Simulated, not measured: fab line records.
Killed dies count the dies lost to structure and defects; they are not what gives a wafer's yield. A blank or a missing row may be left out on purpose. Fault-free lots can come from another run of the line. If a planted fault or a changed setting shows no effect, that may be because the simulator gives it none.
fab line records	flow n5-finfet	part 2 of 2: steps 4 to 6 of 6
[record] lots = 18	wafers = 54	last-day = 20
route steps=1938 shown BEOL_M9@1417 BEOL_M10@1488
lots that met no fault: taken from a fault-free run of the same line
start-h: hours from the record's opening day to when the first of the lot's shown wafers began	wait-h: how many hours have passed since the lot's step before this one	" identical to the entry in the row above	L1.1+2: a single row standing in for several wafers	- either no value or no given start	* or withheld: withheld	< > ~ a bound
route shown NAME@n: NAME is a module with steps in the file, n the number in the route of the first one	usual: mean/standard deviation of fault-free wafers	same: alike in all rows	chamber/n: place in a boat	sites: each site's reading	_std_site: standard deviation across them	_edge_site: mean of outer sites minus mean of inner sites	radius-mm: for every site, how far away it sits from the centre of the wafer	mask NAME#n: copy n	behind: the last tool/chamber to shape the wafer	hold: what put the lot on hold/how long, in hours/how the hold closed	device: whichever transistor did not switch (one of n, p or np)	end of line: the tests these same wafers got at the end of their route	step lacking rows: just its recipe	killed: not the wafer's yield, but the dies lost to structure and defects at the first sort	map: a wafer's dies, marking killed ones x, the rest . and places with no die _
set.NAME: the setting as run; set.NAME@STEP: as run at that earlier step	model.NAME: the simulator's own value behind a step, which no gauge read
the route's steps for a sample of lots (tables are steps, rows are wafers)
services: a tool's chamber out of use, with start hour (start-h, from the record's first day; less than 0 if before it), hours out, and reason
[[steps]]
[step N5_BEOL_M9_ETCH_76]
[recipe] chemistry = N2/H2	target = underlayer	target-depth-a = 65	mask-material = CAR-EUV	time-s = 5.2	ion-energy-ev = 200	pressure-mtorr = 30	source-w = 840	bias-w = 150	n2-flow-sccm = 200	h2-flow-sccm = 200	ends = cleared
[usual] drypump-motor-current-A = 5.7/0.56	etch-rf-on-time-s = 5.21/0.082	n2-flow-sccm = 200.0/0.65	oes-product-au = 0.67/0.055	rf-vpp-V = 523.8/2.8	showerhead-plenum-p-Torr = 2.54/0.082	throttle-valve-pct = 17.73/0.17
lot.wafer	tool	chamber	start-h	wait-h	drypump-motor-current-A	etch-rf-on-time-s	n2-flow-sccm	oes-product-au	rf-hours-counter-h	rf-vpp-V	showerhead-plenum-p-Torr	throttle-valve-pct
L074.1	rie-diel-02	2	246.62	0.0	6.1	5.12	199.4	0.69	85	525.6	2.57	17.88
L074.4	"	0	"	"	5.8	5.23	200.5	0.68	112	521.8	2.55	17.43
L074.6	"	2	"	"	6.1	5.06	199.8	0.69	-	525.2	2.57	17.89
L076.2	rie-diel-06	1	251.82	0.0	5.2	5.14	200.2	0.67	113	521.1	2.45	17.75
L076.3	"	0	"	"	6.2	5.16	200.5	0.59	247	521.8	2.51	17.86
L076.5	"	0	"	"	6.2	5.16	200.0	0.59	-	523.8	2.51	17.87
L075.1	rie-diel-02	3	254.12	0.0	4.7	5.06	200.5	0.70	83	522.4	2.47	17.57
L075.4	"	0	"	"	5.8	5.13	199.7	0.68	114	522.7	2.55	17.40
L075.5	"	3	"	"	4.7	5.06	200.1	0.70	-	521.0	2.47	17.60
L078.1	rie-diel-05	0	273.62	0.0	5.0	5.34	201.2	0.63	185	525.9	2.64	17.71
L078.4	"	0	"	"	5.0	5.37	200.5	0.63	-	526.6	2.64	17.72
L078.6	"	3	"	"	5.8	5.25	200.1	0.62	-	526.7	2.65	17.58
L080.2	rie-diel-06	3	278.84	0.0	5.8	5.26	200.5	0.66	135	520.7	2.44	17.99
L080.3	"	1	"	"	5.2	5.24	200.1	0.66	123	520.6	2.45	17.81
L080.6	"	1	"	"	5.3	5.31	200.1	0.66	-	522.1	2.45	17.80
L081.1	rie-diel-02	1	279.11	0.0	6.4	5.19	200.0	0.71	61	527.2	2.69	17.82
L081.4	"	0	"	"	5.8	5.28	199.2	0.67	121	522.2	2.55	17.44
L081.5	"	2	"	"	6.2	5.04	201.8	0.68	-	523.2	2.57	17.89
L079.4	rie-diel-06	2	282.15	0.0	6.6	5.16	199.5	0.82	-	523.4	2.49	17.67
L079.5	"	1	"	"	5.2	5.19	199.9	0.66	-	522.5	2.45	17.80
L079.6	"	3	"	"	5.8	5.22	200.5	0.66	-	519.2	2.44	18.02
L083.1	rie-diel-05	2	300.10	0.0	5.3	5.29	199.1	0.73	62	521.1	2.48	17.74
L083.4	"	2	"	"	5.3	5.33	199.7	0.73	-	520.8	2.48	17.72
L083.6	"	1	"	"	6.0	5.30	199.0	0.61	-	523.5	2.52	17.53
L082.1	rie-diel-05	1	307.38	0.0	6.0	5.30	200.1	0.61	190	524.0	2.51	17.52
L082.5	"	1	"	"	6.0	5.21	199.8	0.62	-	523.7	2.51	17.52
L082.6	"	0	"	"	5.0	5.32	200.3	0.63	-	525.8	2.64	17.71
L084.2	rie-diel-06	1	309.64	0.0	5.2	5.24	200.7	0.65	131	521.0	2.45	17.83
L084.3	"	3	"	"	5.8	5.28	200.4	0.65	144	521.7	2.44	18.01
L084.5	"	3	"	"	5.8	5.22	200.6	0.66	-	519.8	2.44	18.02
L086.1	rie-diel-05	0	316.30	0.0	5.0	5.29	198.5	0.63	194	528.5	2.64	17.71
L086.4	"	1	"	"	6.0	5.22	200.7	0.62	191	522.3	2.51	17.53
L086.5	"	3	"	"	5.8	5.30	200.8	0.61	-	529.2	2.64	17.60
L089.3	rie-diel-02	3	322.23	0.0	4.7	5.18	200.4	0.67	105	522.8	2.46	17.62
L089.4	"	2	"	"	6.2	5.11	199.2	0.67	109	521.0	2.56	17.92
L089.6	"	2	"	"	6.1	5.13	199.3	0.67	-	525.6	2.56	17.91
L088.1	rie-diel-06	0	339.89	0.0	6.2	5.05	199.5	0.81	12	519.2	2.51	17.47
L088.4	"	1	"	"	5.2	5.25	199.8	0.65	143	520.2	2.44	17.84
L088.6	"	3	"	"	5.8	5.29	200.0	0.63	-	521.5	2.44	18.03
L091.2	rie-diel-05	1	343.70	0.0	6.0	5.19	199.4	0.61	199	522.8	2.51	17.52
L091.3	"	3	"	"	5.8	5.27	199.1	0.61	193	527.3	2.64	17.63
L091.4	"	2	"	"	5.3	5.23	199.0	0.72	75	523.4	2.47	17.75
L093.2	rie-diel-02	1	346.30	0.0	6.4	5.22	199.9	0.68	83	527.9	2.68	17.88
L093.3	"	3	"	"	4.7	5.17	200.3	0.66	114	519.6	2.45	17.63
L093.4	"	0	"	"	5.8	5.25	199.6	0.65	142	525.3	2.54	17.47
L095.1	rie-diel-02	0	381.76	0.0	5.7	5.27	199.7	0.65	152	527.2	2.54	17.46
L095.3	"	3	"	"	4.7	5.19	200.6	0.66	125	520.0	2.45	17.65
L095.6	"	2	"	"	6.1	5.10	201.0	0.64	-	523.1	2.55	17.95
L096.2	rie-diel-02	1	385.57	0.0	6.4	5.19	199.7	0.68	93	528.9	2.68	17.91
L096.4	"	2	"	"	6.1	5.11	199.3	0.64	131	525.2	2.55	17.95
L096.6	"	1	"	"	6.4	5.21	199.5	0.67	-	526.3	2.68	17.88
L097.1	rie-diel-05	2	400.12	0.0	5.3	5.33	198.8	0.71	90	521.3	2.47	17.76
L097.2	"	3	"	"	5.8	5.36	200.1	0.60	209	527.1	2.63	17.63
L097.5	"	2	"	"	5.3	5.26	198.9	0.70	-	521.7	2.47	17.80
[step N5_BEOL_M9_INSPECT_58]
[recipe] inspect-instrument = darkfield	mode = post-dep
[usual] raw-defect-count = 73/24
lot.wafer	tool	chamber	start-h	wait-h	raw-defect-count
L074.1	defect-inspect-02	-	253.21	0.0	71
L074.4	"	-	"	"	83
L074.6	"	-	"	"	60
L076.2	defect-inspect-01	-	256.04	0.0	98
L076.3	"	-	"	"	125
L076.5	"	-	"	"	65
L075.1	defect-inspect-01	-	257.58	0.0	102
L075.4	"	-	"	"	45
L075.5	"	-	"	"	65
L078.1	defect-inspect-02	-	277.45	0.0	45
L078.4	"	-	"	"	57
L078.6	"	-	"	"	48
L080.2	defect-inspect-01	-	284.04	0.0	140
L080.3	"	-	"	"	167
L080.6	"	-	"	"	166
L081.1	defect-inspect-02	-	284.31	0.0	62
L081.4	"	-	"	"	96
L081.5	"	-	"	"	69
L079.4	defect-inspect-01	-	286.76	0.0	81
L079.5	"	-	"	"	85
L079.6	"	-	"	"	108
L083.1	defect-inspect-01	-	302.76	0.0	61
L083.4	"	-	"	"	104
L083.6	"	-	"	"	74
L082.1	defect-inspect-02	-	310.35	0.0	55
L082.5	"	-	"	"	63
L082.6	"	-	"	"	72
L084.2	defect-inspect-02	-	312.90	0.0	41
L084.3	"	-	"	"	60
L084.5	"	-	"	"	36
L086.1	defect-inspect-01	-	319.70	0.0	71
L086.4	"	-	"	"	76
L086.5	"	-	"	"	49
L089.3	defect-inspect-02	-	326.29	0.0	103
L089.4	"	-	"	"	68
L089.6	"	-	"	"	83
L088.1	defect-inspect-02	-	342.84	0.0	50
L088.4	"	-	"	"	60
L088.6	"	-	"	"	59
L091.2	defect-inspect-02	-	347.33	0.0	51
L091.3	"	-	"	"	64
L091.4	"	-	"	"	82
L093.2	defect-inspect-02	-	349.43	0.0	70
L093.3	"	-	"	"	110
L093.4	"	-	"	"	93
L095.1	defect-inspect-01	-	387.10	0.0	74
L095.3	"	-	"	"	54
L095.6	"	-	"	"	75
L096.2	defect-inspect-01	-	388.96	0.0	63
L096.4	"	-	"	"	71
L096.6	"	-	"	"	81
L097.1	defect-inspect-01	-	403.58	0.0	83
L097.2	"	-	"	"	82
L097.5	"	-	"	"	79
[step N5_BEOL_M10_ETCH_62]
[recipe] chemistry = N2/H2	target = SOC	target-depth-a = 1100	overetch-a = 220	mask-material = SiARC	temp-c = 40	time-s = 165	ion-energy-ev = 200	pressure-mtorr = 30	source-w = 840	bias-w = 150	n2-flow-sccm = 200	h2-flow-sccm = 200
[usual] drypump-motor-current-A = 5.6/0.5	n2-flow-sccm = 200.0/0.6	oes-product-au = 0.69/0.055	rf-vpp-V = 525.1/2.8	showerhead-plenum-p-Torr = 2.59/0.1	throttle-valve-pct = 17.77/0.18
[same] time-s = 165
lot.wafer	tool	chamber	start-h	wait-h	drypump-motor-current-A	n2-flow-sccm	oes-product-au	rf-hours-counter-h	rf-vpp-V	showerhead-plenum-p-Torr	throttle-valve-pct
L074.1	rie-diel-03	1	255.47	0.0	6.5	199.7	0.70	89	528.2	2.69	17.86
L074.4	"	3	"	"	4.9	199.8	0.60	227	526.0	2.61	18.21
L074.6	"	3	"	"	4.9	200.3	0.60	-	526.3	2.61	18.22
L076.2	rie-diel-03	1	260.12	0.0	6.5	200.0	0.69	91	527.5	2.69	17.87
L076.3	"	2	"	"	5.3	200.3	0.60	233	518.4	2.41	18.10
L076.5	"	3	"	"	4.8	199.5	0.59	-	525.3	2.61	18.22
L075.1	rie-diel-04	3	260.17	0.0	6.0	199.4	0.78	21	528.5	2.70	17.72
L075.4	"	0	"	"	5.3	200.3	0.71	68	522.2	2.47	17.74
L075.5	"	3	"	"	6.1	200.0	0.78	-	527.6	2.70	17.72
L078.1	rie-diel-04	0	279.98	0.0	5.3	200.8	0.71	75	522.6	2.47	17.75
L078.4	"	3	"	"	6.1	200.8	0.76	28	527.9	2.70	17.74
L078.6	"	0	"	"	5.3	200.0	0.70	-	520.7	2.47	17.73
L080.2	rie-diel-01	0	285.63	0.0	5.7	200.1	0.65	126	524.2	2.54	17.68
L080.3	"	2	"	"	5.4	200.0	0.72	55	528.4	2.69	17.69
L080.6	"	0	"	"	5.7	200.2	0.66	-	523.8	2.54	17.68
L081.1	rie-diel-01	3	285.88	0.0	6.3	199.6	0.71	65	522.3	2.48	17.88
L081.4	"	1	"	"	5.1	199.7	0.70	70	526.6	2.69	17.78
L081.5	"	1	"	"	5.1	199.8	0.71	-	526.9	2.69	17.79
L079.4	rie-diel-04	3	291.21	0.0	6.1	200.1	0.76	32	528.6	2.70	17.74
L079.5	"	1	"	"	5.1	199.1	0.70	-	528.4	2.69	17.65
L079.6	"	2	"	"	6.1	199.5	0.64	-	524.1	2.54	17.63
L083.1	rie-diel-04	2	305.35	0.0	6.1	198.9	0.64	139	524.6	2.54	17.62
L083.4	"	0	"	"	5.3	200.7	0.70	-	523.3	2.47	17.78
L083.6	"	3	"	"	6.0	199.4	0.75	-	528.3	2.70	17.77
L082.1	rie-diel-03	0	312.00	0.0	5.5	200.7	0.76	44	522.4	2.47	17.45
L082.5	"	0	"	"	5.5	201.3	0.75	-	522.9	2.47	17.44
L082.6	"	1	"	"	6.5	199.9	0.67	-	529.0	2.68	17.88
L084.2	rie-diel-04	2	315.41	0.0	6.1	200.5	0.64	143	525.4	2.54	17.64
L084.3	"	0	"	"	5.3	200.7	0.69	91	521.7	2.47	17.77
L084.5	"	2	"	"	6.1	201.0	0.63	-	523.4	2.54	17.64
L086.1	rie-diel-04	0	323.05	0.0	5.3	200.0	0.69	94	521.9	2.46	17.77
L086.4	"	1	"	"	5.1	200.7	0.70	66	526.5	2.69	17.67
L086.5	"	2	"	"	6.1	199.3	0.64	-	524.9	2.54	17.65
L089.3	rie-diel-01	0	328.84	0.0	5.7	199.5	0.64	140	525.9	2.54	17.71
L089.4	"	2	"	"	5.3	199.4	0.71	70	527.7	2.68	17.70
L089.6	"	0	"	"	5.8	200.1	0.65	-	524.6	2.54	17.69
L088.1	rie-diel-03	2	344.79	0.0	5.3	201.6	0.81	8	527.2	2.72	17.69
L088.4	"	1	"	"	6.5	199.8	0.66	-	526.8	2.67	17.94
L088.6	"	2	"	"	5.3	201.0	0.81	-	528.1	2.72	17.69
L091.2	rie-diel-01	1	351.98	0.0	5.1	200.4	0.69	94	527.7	2.68	17.83
L091.3	"	3	"	"	6.3	199.4	0.68	88	520.9	2.47	17.93
L091.4	"	2	"	"	5.3	199.9	0.69	80	527.8	2.68	17.74
L093.2	rie-diel-04	1	352.03	0.0	5.1	199.3	0.69	76	526.6	2.69	17.68
L093.3	"	2	"	"	6.1	201.2	0.62	157	526.0	2.53	17.68
L093.4	"	3	"	"	6.0	199.8	0.73	58	527.7	2.69	17.80
L095.1	rie-diel-03	1	388.77	0.0	6.5	201.1	0.66	136	527.3	2.67	17.94
L095.3	"	3	"	"	4.8	200.5	0.82	10	523.9	2.60	17.81
L095.6	"	1	"	"	6.5	201.0	0.65	-	526.1	2.67	17.96
L096.2	rie-diel-04	0	391.59	0.0	5.3	199.8	0.68	117	520.0	2.45	17.82
L096.4	"	1	"	"	5.0	199.6	0.67	89	527.5	2.68	17.71
L096.6	"	1	"	"	5.0	199.1	0.68	-	527.1	2.68	17.70
L097.1	rie-diel-04	3	407.01	0.0	6.0	201.1	0.71	75	529.9	2.68	17.81
L097.2	"	2	"	"	6.1	200.2	0.61	174	524.4	2.53	17.69
L097.5	"	3	"	"	6.0	200.6	0.70	-	528.1	2.68	17.81
[[services]]
tool	chamber	start-h	hours	kind
rie-diel-06	2	235.12	-	clean
rie-diel-06	2	235.12	-	consumable-replace:focus-ring
rie-diel-06	2	235.12	34.8	scheduled-down
rie-diel-06	2	235.12	34.8	vent-cycle
rie-diel-01	0	264.71	3.7	repair
rie-diel-05	1	268.62	5.2	repair
rie-diel-06	0	269.92	-	clean
rie-diel-06	0	269.92	-	consumable-replace:focus-ring
rie-diel-06	0	269.92	19.5	scheduled-down
rie-diel-06	0	269.92	19.5	vent-cycle
rie-diel-04	1	294.03	23.1	repair
rie-diel-05	0	295.90	7.5	repair
rie-diel-02	-	306.21	0.9	repair
rie-diel-05	-	311.94	4.3	pm
rie-diel-03	2	313.71	-	clean
rie-diel-03	2	313.71	-	consumable-replace:focus-ring
rie-diel-03	2	313.71	-	consumable-replace:showerhead
rie-diel-03	2	313.71	17.9	scheduled-down
rie-diel-03	2	313.71	17.9	vent-cycle
rie-diel-06	0	313.92	13.7	repair
rie-diel-05	-	332.69	0.7	repair
rie-diel-03	-	353.27	4.3	pm
rie-diel-06	0	386.48	5.5	repair
rie-diel-02	2	401.27	1.5	repair
